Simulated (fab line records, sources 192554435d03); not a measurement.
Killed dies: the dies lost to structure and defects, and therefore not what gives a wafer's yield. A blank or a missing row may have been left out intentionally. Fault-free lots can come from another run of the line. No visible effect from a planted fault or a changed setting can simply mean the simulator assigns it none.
Matching of chambers | flow n5_finfet | N5_FIN_CUT_CUT_ETCH_28 on rie_si-03 has 4 sister chambers
The step etches Si in HBr/Cl2/O2, target depth 6 nm, time 2.4 s. 4 wafers are shown with their chamber, then 7 later ones without.

## WAFERS PAIRED WITH THEIR CHAMBERS
wafer  | chamber | drypump_motor_current_A (A)
L785.5 | 1       | 5.6
L789.6 | 0       | 5.9
L796.3 | 2       | 6.5
L796.4 | 3       | 5.0

## WAFERS WHOSE CHAMBER IS MISSING
wafer  | drypump_motor_current_A (A)
L796.6 | 6.5
L797.4 | 5.0
L797.5 | 5.0
L797.6 | 6.0
L798.2 | 5.9
L798.3 | 5.0
L798.5 | 6.0

## WHICH CHAMBER EACH WENT THROUGH
wafer  | from the rows above | in truth
L796.6 | 2                   | 2
L797.4 | 3                   | 3
L797.5 | 3                   | 3
L797.6 | 0                   | 0
L798.2 | 0                   | 0
L798.3 | 3                   | 3
L798.5 | 0                   | 0
Correctly placed: 7 of 7. Not placeable from these rows: 0. 0 placed wrongly.
How it was worked out, from the rows above alone: a wafer's distance from a chamber is the root of the sum, over the readings, of the square of ((its reading less the chamber's mean) divided by the reading's scatter). If the next closest chamber is less than 2 further off than the closest, the wafer can't be placed; otherwise it belongs to the closest. Each chamber's mean is taken over the wafers shown for it. The scatter: root of mean squared gap, hidden wafer to nearest shown wafer, with one shown wafer a chamber.
